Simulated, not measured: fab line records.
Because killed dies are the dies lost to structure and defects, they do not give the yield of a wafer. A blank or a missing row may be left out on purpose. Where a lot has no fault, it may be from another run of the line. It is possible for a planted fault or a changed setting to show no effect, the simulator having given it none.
Comparing a struck lot with a sound one + flow n5 finfet + 15 out of 1938 route steps
Sound: wafers L126.2, L126.3, L126.4. Struck: wafer L138.2. (L138.3 of the same lot was not struck and is left out.) The cause comes at the end.
Order at every step that has rows: each side's tool, ch and its chambers, its first start. Under that, the readings that differ: sound wafers + struck wafers + difference of the means + sigmas: that difference in standard deviations of wafers without a fault.
alike: readings whose means differ by less than 2 such deviations, and words and numbers that are the same on both sides. not compared: withheld readings, readings that some wafer has no value for, bounds like >300 that may hide the same value, and numbers for which the record gives no deviation and whose values overlap.
Wherever a step has rows on one side only, a row that says differs or no value, or a row with sigmas, the two part there. Numbers that don't overlap but have no deviation are shown without sigmas and don't part them. A reading missing from all wafers of one side parts the sides only when that side holds two or more wafers.

N5_BEOL_M15_OVL_MEAS_11:
  sound on overlay-01 ch 0, day 11 23:14; struck on overlay-02 ch 0, day 14 22:47
  alike: V14_OVL
N5_BEOL_M15_INSPECT_12: inspects for defects (macro).
  sound: defect inspect-01 at day 11 23:16; struck: defect inspect-02 at day 14 22:49
  alike: raw defect count
N5_BEOL_M15_DESCUM_15: chemistry O2, time 7.9 s.
  sound on rie diel-05 ch 0,1,3, day 11 23:40; struck on rie diel-05 ch 1, day 14 22:50
| reading                | sound             | struck | difference | sigmas |
|------------------------|-------------------|--------|------------|--------|
| oes product au (a.u.)  | 0.73 1.00 0.69    | 1.03   | +0.22      | +2     |
| rf hours counter h (h) | 194 2 237         | 1      | -143       |        |
| throttle valve pct (%) | 20.60 20.43 20.29 | 19.96  | -0.48      | -2     |
  alike: drypump motor current A, rf vpp V, showerhead plenum p Torr
N5_BEOL_M15_ETCH_59: etches BARC in N2/H2, target depth 89 nm, overetch 26.7 nm, time 67.9 s.
  sound on rie diel-05 ch 0,1,3, day 11 23:42; struck on rie diel-05 ch 1, day 14 22:52
| reading                | sound             | struck | difference | sigmas |
|------------------------|-------------------|--------|------------|--------|
| oes product au (a.u.)  | 0.63 0.84 0.60    | 0.86   | +0.17      | +2     |
| rf hours counter h (h) | 194 2 237         | 1      | -143       |        |
| throttle valve pct (%) | 18.07 17.82 17.88 | 17.46  | -0.46      | -2     |
  alike: drypump motor current A, rf vpp V, showerhead plenum p Torr
N5_BEOL_M15_VIA_ETCH_16: etches SiO2 in C4F8/O2/Ar, target depth 1792.2 nm.
  sound on rie diel-05 ch 0,1,3, day 11 23:45; struck on rie diel-05 ch 1, day 14 22:56
| reading                | sound             | struck | difference | sigmas |
|------------------------|-------------------|--------|------------|--------|
| oes product au (a.u.)  | 0.66 0.90 0.62    | 0.93   | +0.20      | +2     |
| throttle valve pct (%) | 31.10 31.01 30.67 | 30.51  | -0.42      | -2     |
  alike: drypump motor current A, rf vpp V, showerhead plenum p Torr
N5_BEOL_M15_STRIP_63: strips in O2.
  sound on rie diel-05 ch 0,1,3; struck on rie diel-05 ch 1
| reading                | sound             | struck | difference | sigmas |
|------------------------|-------------------|--------|------------|--------|
| oes product au (a.u.)  | 0.74 1.01 0.70    | 1.03   | +0.21      | +2     |
| rf hours counter h (h) | 194 3 238         | 2      | -143       |        |
| throttle valve pct (%) | 16.86 16.64 16.60 | 16.20  | -0.50      | -2     |
  alike: drypump motor current A, rf vpp V, showerhead plenum p Torr
N5_BEOL_M15_STRIP_64: strips in O2.
  sound on rie diel-05 ch 0,1,3; struck on rie diel-05 ch 1
| reading                | sound             | struck | difference | sigmas |
|------------------------|-------------------|--------|------------|--------|
| oes product au (a.u.)  | 0.72 0.99 0.69    | 1.03   | +0.23      | +2     |
| rf hours counter h (h) | 194 3 238         | 2      | -143       |        |
| throttle valve pct (%) | 16.86 16.61 16.60 | 16.18  | -0.51      | -3     |
  alike: drypump motor current A, rf vpp V, showerhead plenum p Torr
then, 2 steps without rows for these wafers: N5_BEOL_M15_STRIP_65 (strips in post etch residue remover, time 60 s); N5_BEOL_M15_SRD_66 (time 30 s, dry time 30 s).
N5_BEOL_M15_CD_MEAS_17: the cd target is 360 nm.
  sound: cd sem-01 at day 12 00:10; struck: cd sem-03 at day 14 23:20
  alike: cd nm
then, 2 steps without rows for these wafers: N5_BEOL_M15_COAT_56 (time 60 s, resist thk 550 nm); N5_BEOL_M15_ETCH_57 (etches SOC in N2/H2, time 750 s).
N5_BEOL_M15_COAT_60: time 60 s, resist thk 89 nm.
  sound on litho track-05 ch 0, day 12 00:46; struck on litho track-05 ch 0, day 14 23:56
| reading                  | sound             | struck | difference | sigmas |
|--------------------------|-------------------|--------|------------|--------|
| heater power total W (W) | 393.7 390.2 393.3 | 432.6  | +40.2      | +29    |
| run length s (s)         | 65.85 65.65 65.93 | 56.54  | -9.27      | -36    |
then, 2 steps without rows for these wafers: N5_BEOL_M15_COAT_22 (resist thk 800 nm); N5_PASSIVATION_PROBE_49.

== WHERE THEY PART ==
At N5_BEOL_M15_DESCUM_15 first; at N5_BEOL_M15_COAT_60 last (within this record only).

WHY: what the simulator had put in
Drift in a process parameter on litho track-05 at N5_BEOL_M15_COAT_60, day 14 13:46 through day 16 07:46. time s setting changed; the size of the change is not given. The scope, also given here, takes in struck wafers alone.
